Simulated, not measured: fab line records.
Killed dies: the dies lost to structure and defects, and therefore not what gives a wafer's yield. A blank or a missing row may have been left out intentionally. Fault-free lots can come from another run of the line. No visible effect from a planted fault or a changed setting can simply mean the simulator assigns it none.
The tool behind it: which one? || flow nand-harc || 24 lots, 72 wafers sampled, at 2 steps of a route of 1302

== WHAT EACH GAUGE READ, for each wafer ==
NHARC_P_M0_INSPECT_27. Usual: raw-defect-count 299, standard deviation 120.
{"lot": "L074", "measured": "day 6 03:49", "on": "defect-inspect-02", "raw-defect-count": "225 272 228", "flag": ""}
{"lot": "L075", "measured": "day 6 19:05", "on": "defect-inspect-01", "raw-defect-count": "108 284 305", "flag": ""}
{"lot": "L076", "measured": "day 6 19:33", "on": "defect-inspect-01", "raw-defect-count": "468 258 235", "flag": ""}
{"lot": "L077", "measured": "day 7 10:25", "on": "defect-inspect-02", "raw-defect-count": "209 291 486", "flag": ""}
{"lot": "L078", "measured": "day 7 17:35", "on": "defect-inspect-01", "raw-defect-count": "226 341 325", "flag": ""}
{"lot": "L079", "measured": "day 8 09:50", "on": "defect-inspect-02", "raw-defect-count": "291 402 300", "flag": ""}
{"lot": "L080", "measured": "day 8 19:51", "on": "defect-inspect-02", "raw-defect-count": "360 289 402", "flag": ""}
{"lot": "L081", "measured": "day 9 07:53", "on": "defect-inspect-02", "raw-defect-count": "731 232 398", "flag": ""}
{"lot": "L082", "measured": "day 9 20:49", "on": "defect-inspect-02", "raw-defect-count": "272 255 418", "flag": ""}
{"lot": "L083", "measured": "day 10 04:06", "on": "defect-inspect-01", "raw-defect-count": "286 448 359", "flag": ""}
{"lot": "L084", "measured": "day 10 18:50", "on": "defect-inspect-02", "raw-defect-count": "247 276 378", "flag": ""}
{"lot": "L086", "measured": "day 11 02:38", "on": "defect-inspect-01", "raw-defect-count": "215 162 232", "flag": ""}
{"lot": "L085", "measured": "day 11 03:04", "on": "defect-inspect-01", "raw-defect-count": "289 142 212", "flag": ""}
{"lot": "L087", "measured": "day 11 14:20", "on": "defect-inspect-02", "raw-defect-count": "160 421 247", "flag": ""}
{"lot": "L088", "measured": "day 12 06:31", "on": "defect-inspect-02", "raw-defect-count": "260 305 425", "flag": ""}
{"lot": "L089", "measured": "day 12 17:13", "on": "defect-inspect-02", "raw-defect-count": "276 310 369", "flag": ""}
{"lot": "L090", "measured": "day 12 20:28", "on": "defect-inspect-02", "raw-defect-count": "283 456 288", "flag": ""}
{"lot": "L091", "measured": "day 13 09:41", "on": "defect-inspect-01", "raw-defect-count": "490 217 229", "flag": ""}
{"lot": "L092", "measured": "day 13 18:44", "on": "defect-inspect-01", "raw-defect-count": "144 205 150", "flag": ""}
{"lot": "L093", "measured": "day 13 19:16", "on": "defect-inspect-01", "raw-defect-count": "130 164 127", "flag": ""}
{"lot": "L094", "measured": "day 14 09:08", "on": "defect-inspect-01", "raw-defect-count": "437 238 524", "flag": ""}
{"lot": "L095", "measured": "day 14 19:43", "on": "defect-inspect-02", "raw-defect-count": "385 319 542", "flag": ""}
{"lot": "L096", "measured": "day 15 04:23", "on": "defect-inspect-02", "raw-defect-count": "264 198 224", "flag": ""}
{"lot": "L097", "measured": "day 15 19:29", "on": "defect-inspect-02", "raw-defect-count": "391 345 338", "flag": ""}

NHARC_P_M1_INSPECT_11. Usual: raw-defect-count 4.8, standard deviation 2.7.
{"lot": "L074", "measured": "day 6 05:23", "on": "defect-inspect-02", "raw-defect-count": "5 4 6", "flag": ""}
{"lot": "L075", "measured": "day 6 20:36", "on": "defect-inspect-01", "raw-defect-count": "3 4 7", "flag": ""}
{"lot": "L076", "measured": "day 6 21:09", "on": "defect-inspect-02", "raw-defect-count": "5 5 3", "flag": ""}
{"lot": "L077", "measured": "day 7 11:56", "on": "defect-inspect-01", "raw-defect-count": "10 4 7", "flag": ""}
{"lot": "L078", "measured": "day 7 19:14", "on": "defect-inspect-01", "raw-defect-count": "5 7 5", "flag": ""}
{"lot": "L079", "measured": "day 8 11:35", "on": "defect-inspect-02", "raw-defect-count": "4 9 4", "flag": ""}
{"lot": "L080", "measured": "day 8 21:16", "on": "defect-inspect-01", "raw-defect-count": "5 1 4", "flag": ""}
{"lot": "L081", "measured": "day 9 09:24", "on": "defect-inspect-02", "raw-defect-count": "3 2 8", "flag": ""}
{"lot": "L082", "measured": "day 9 22:14", "on": "defect-inspect-01", "raw-defect-count": "1 5 2", "flag": ""}
{"lot": "L083", "measured": "day 10 05:29", "on": "defect-inspect-01", "raw-defect-count": "3 1 3", "flag": ""}
{"lot": "L084", "measured": "day 10 20:22", "on": "defect-inspect-02", "raw-defect-count": "2 7 3", "flag": ""}
{"lot": "L086", "measured": "day 11 04:09", "on": "defect-inspect-01", "raw-defect-count": "2 4 3", "flag": ""}
{"lot": "L085", "measured": "day 11 04:35", "on": "defect-inspect-01", "raw-defect-count": "2 3 4", "flag": ""}
{"lot": "L087", "measured": "day 11 15:52", "on": "defect-inspect-02", "raw-defect-count": "7 4 2", "flag": ""}
{"lot": "L088", "measured": "day 12 08:02", "on": "defect-inspect-01", "raw-defect-count": "6 8 4", "flag": ""}
{"lot": "L089", "measured": "day 12 18:44", "on": "defect-inspect-01", "raw-defect-count": "5 4 6", "flag": ""}
{"lot": "L090", "measured": "day 12 22:00", "on": "defect-inspect-02", "raw-defect-count": "5 10 8", "flag": ""}
{"lot": "L091", "measured": "day 13 11:12", "on": "defect-inspect-02", "raw-defect-count": "7 12 10", "flag": ""}
{"lot": "L092", "measured": "day 13 20:06", "on": "defect-inspect-02", "raw-defect-count": "6 4 3", "flag": ""}
{"lot": "L093", "measured": "day 13 20:47", "on": "defect-inspect-02", "raw-defect-count": "3 3 2", "flag": ""}
{"lot": "L094", "measured": "day 14 10:40", "on": "defect-inspect-02", "raw-defect-count": "6 6 6", "flag": ""}
{"lot": "L095", "measured": "day 14 21:06", "on": "defect-inspect-01", "raw-defect-count": "5 9 17", "flag": ""}
{"lot": "L096", "measured": "day 15 06:02", "on": "defect-inspect-02", "raw-defect-count": "5 3 4", "flag": ""}
{"lot": "L097", "measured": "day 15 21:00", "on": "defect-inspect-02", "raw-defect-count": "3 7 0", "flag": ""}

== TOOL THAT RAN EACH LOT (tool first, then ch and the chambers of the sampled wafers, then the start) ==
Record: no process step prior to these readings.

== AS READ BY THE TOOLS THEMSELVES (means over the sampled wafers that have a number; for cases with no such wafer, the mark the record gives instead) ==
The record holds no such reading with a usual standard deviation.

== THE ANSWER, worked out from the rows above alone ==
Rule: a lot counts as off when the mean over its wafers that have a number is more than 3 standard deviations away from the usual mean. Also off: a lot with no number at a reading for which 4 or more lots have one. All remaining lots with rows at the step are treated as sound. The gauges are gone through in route order, then the tools' own readings, and for those a lot's mean is taken as printed above. At the first step where some lot is off, the reading lying furthest off is the one used; lots without a number count as furthest.
No lot is off at any reading shown: from this, nothing can be told.

== WHAT WAS PUT IN BY THE SIMULATOR ==
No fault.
